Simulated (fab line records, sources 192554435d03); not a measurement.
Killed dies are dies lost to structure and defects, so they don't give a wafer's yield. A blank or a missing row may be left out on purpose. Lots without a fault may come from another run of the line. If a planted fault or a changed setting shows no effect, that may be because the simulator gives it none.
Matching of chambers / flow n5_finfet / rie_diel-04 running N5_BEOL_M3_DESCUM_33: 4 sister chambers
The step chemistry O2, time 7 s. 24 wafers are shown with their chamber, then 12 later ones without.

## WAFERS, EACH WITH ITS CHAMBER
wafer=L081.2; chamber=0; drypump_motor_current_A (A)=6.0; showerhead_plenum_p_Torr (Torr)=2.05; throttle_valve_pct (%)=20.27
wafer=L081.4; chamber=3; drypump_motor_current_A (A)=5.6; showerhead_plenum_p_Torr (Torr)=2.02; throttle_valve_pct (%)=20.57
wafer=L081.6; chamber=1; drypump_motor_current_A (A)=5.1; showerhead_plenum_p_Torr (Torr)=2.13; throttle_valve_pct (%)=20.51
wafer=L082.1; chamber=3; drypump_motor_current_A (A)=5.6; showerhead_plenum_p_Torr (Torr)=2.02; throttle_valve_pct (%)=20.57
wafer=L082.4; chamber=0; drypump_motor_current_A (A)=5.9; showerhead_plenum_p_Torr (Torr)=2.05; throttle_valve_pct (%)=20.28
wafer=L082.6; chamber=3; drypump_motor_current_A (A)=5.6; showerhead_plenum_p_Torr (Torr)=2.02; throttle_valve_pct (%)=20.57
wafer=L083.1; chamber=1; drypump_motor_current_A (A)=5.1; showerhead_plenum_p_Torr (Torr)=2.13; throttle_valve_pct (%)=20.52
wafer=L083.2; chamber=0; drypump_motor_current_A (A)=6.0; showerhead_plenum_p_Torr (Torr)=2.04; throttle_valve_pct (%)=20.27
wafer=L083.5; chamber=0; drypump_motor_current_A (A)=6.0; showerhead_plenum_p_Torr (Torr)=2.04; throttle_valve_pct (%)=20.27
wafer=L084.2; chamber=3; drypump_motor_current_A (A)=5.6; showerhead_plenum_p_Torr (Torr)=2.02; throttle_valve_pct (%)=20.58
wafer=L084.4; chamber=2; drypump_motor_current_A (A)=5.2; showerhead_plenum_p_Torr (Torr)=1.99; throttle_valve_pct (%)=20.50
wafer=L084.5; chamber=3; drypump_motor_current_A (A)=5.6; showerhead_plenum_p_Torr (Torr)=2.02; throttle_valve_pct (%)=20.56
wafer=L086.2; chamber=2; drypump_motor_current_A (A)=5.2; showerhead_plenum_p_Torr (Torr)=1.99; throttle_valve_pct (%)=20.52
wafer=L086.4; chamber=3; drypump_motor_current_A (A)=5.6; showerhead_plenum_p_Torr (Torr)=2.02; throttle_valve_pct (%)=20.58
wafer=L086.5; chamber=2; drypump_motor_current_A (A)=5.2; showerhead_plenum_p_Torr (Torr)=1.99; throttle_valve_pct (%)=20.48
wafer=L088.1; chamber=1; drypump_motor_current_A (A)=5.1; showerhead_plenum_p_Torr (Torr)=2.13; throttle_valve_pct (%)=20.53
wafer=L088.2; chamber=3; drypump_motor_current_A (A)=5.6; showerhead_plenum_p_Torr (Torr)=2.02; throttle_valve_pct (%)=20.57
wafer=L088.5; chamber=1; drypump_motor_current_A (A)=5.1; showerhead_plenum_p_Torr (Torr)=2.13; throttle_valve_pct (%)=20.53
wafer=L090.1; chamber=3; drypump_motor_current_A (A)=5.6; showerhead_plenum_p_Torr (Torr)=2.02; throttle_valve_pct (%)=20.57
wafer=L090.4; chamber=2; drypump_motor_current_A (A)=5.2; showerhead_plenum_p_Torr (Torr)=1.99; throttle_valve_pct (%)=20.50
wafer=L090.6; chamber=0; drypump_motor_current_A (A)=6.0; showerhead_plenum_p_Torr (Torr)=2.04; throttle_valve_pct (%)=20.28
wafer=L091.1; chamber=1; drypump_motor_current_A (A)=5.1; showerhead_plenum_p_Torr (Torr)=2.12; throttle_valve_pct (%)=20.52
wafer=L091.2; chamber=3; drypump_motor_current_A (A)=5.6; showerhead_plenum_p_Torr (Torr)=2.01; throttle_valve_pct (%)=20.59
wafer=L091.4; chamber=2; drypump_motor_current_A (A)=5.2; showerhead_plenum_p_Torr (Torr)=1.99; throttle_valve_pct (%)=20.50

SIGNATURES, as means of the wafers listed above
reading=drypump_motor_current_A; chamber 0=5.980; chamber 1=5.100; chamber 2=5.200; chamber 3=5.600; scatter within a chamber=0.02
reading=showerhead_plenum_p_Torr; chamber 0=2.0440; chamber 1=2.1280; chamber 2=1.9900; chamber 3=2.0189; scatter within a chamber=0.0038
reading=throttle_valve_pct; chamber 0=20.2740; chamber 1=20.5220; chamber 2=20.5000; chamber 3=20.5733; scatter within a chamber=0.00949
Rule: for each reading, subtract the chamber's mean from the wafer's reading, divide by that reading's scatter and square the result; add these up over the readings and take the root, which gives the wafer's distance from the chamber. The wafer belongs to the nearest chamber; if the next one is less than 2 further off, it can't be placed. How the scatter is found: for the shown wafers, subtract from each reading the mean of its chamber, square and add these, divide the total by (wafers less chambers), then take the root.

## WAFERS WHOSE CHAMBER IS MISSING
wafer=L094.3; drypump_motor_current_A (A)=6.0; showerhead_plenum_p_Torr (Torr)=2.04; throttle_valve_pct (%)=20.30
wafer=L094.4; drypump_motor_current_A (A)=5.1; showerhead_plenum_p_Torr (Torr)=2.12; throttle_valve_pct (%)=20.54
wafer=L094.5; drypump_motor_current_A (A)=5.2; showerhead_plenum_p_Torr (Torr)=2.12; throttle_valve_pct (%)=20.53
wafer=L096.1; drypump_motor_current_A (A)=5.2; showerhead_plenum_p_Torr (Torr)=1.98; throttle_valve_pct (%)=20.54
wafer=L096.3; drypump_motor_current_A (A)=6.0; showerhead_plenum_p_Torr (Torr)=2.04; throttle_valve_pct (%)=20.31
wafer=L096.4; drypump_motor_current_A (A)=6.0; showerhead_plenum_p_Torr (Torr)=2.04; throttle_valve_pct (%)=20.32
wafer=L097.1; drypump_motor_current_A (A)=6.0; showerhead_plenum_p_Torr (Torr)=2.04; throttle_valve_pct (%)=20.33
wafer=L097.2; drypump_motor_current_A (A)=5.6; showerhead_plenum_p_Torr (Torr)=2.01; throttle_valve_pct (%)=20.60
wafer=L097.3; drypump_motor_current_A (A)=5.2; showerhead_plenum_p_Torr (Torr)=1.98; throttle_valve_pct (%)=20.53
wafer=L097.4; drypump_motor_current_A (A)=5.1; showerhead_plenum_p_Torr (Torr)=2.12; throttle_valve_pct (%)=20.55
wafer=L097.5; drypump_motor_current_A (A)=6.0; showerhead_plenum_p_Torr (Torr)=2.04; throttle_valve_pct (%)=20.32
wafer=L097.6; drypump_motor_current_A (A)=5.1; showerhead_plenum_p_Torr (Torr)=2.12; throttle_valve_pct (%)=20.55

## WHICH CHAMBER EACH ONE RAN IN
wafer=L094.3; from the rows above=0; in truth=0
wafer=L094.4; from the rows above=1; in truth=1
wafer=L094.5; from the rows above=1; in truth=1
wafer=L096.1; from the rows above=2; in truth=2
wafer=L096.3; from the rows above=0; in truth=0
wafer=L096.4; from the rows above=0; in truth=0
wafer=L097.1; from the rows above=0; in truth=0
wafer=L097.2; from the rows above=3; in truth=3
wafer=L097.3; from the rows above=2; in truth=2
wafer=L097.4; from the rows above=1; in truth=1
wafer=L097.5; from the rows above=0; in truth=0
wafer=L097.6; from the rows above=1; in truth=1
Placed correctly: 12 of 12. Left unplaced by these rows: 0. Wrongly placed: 0.
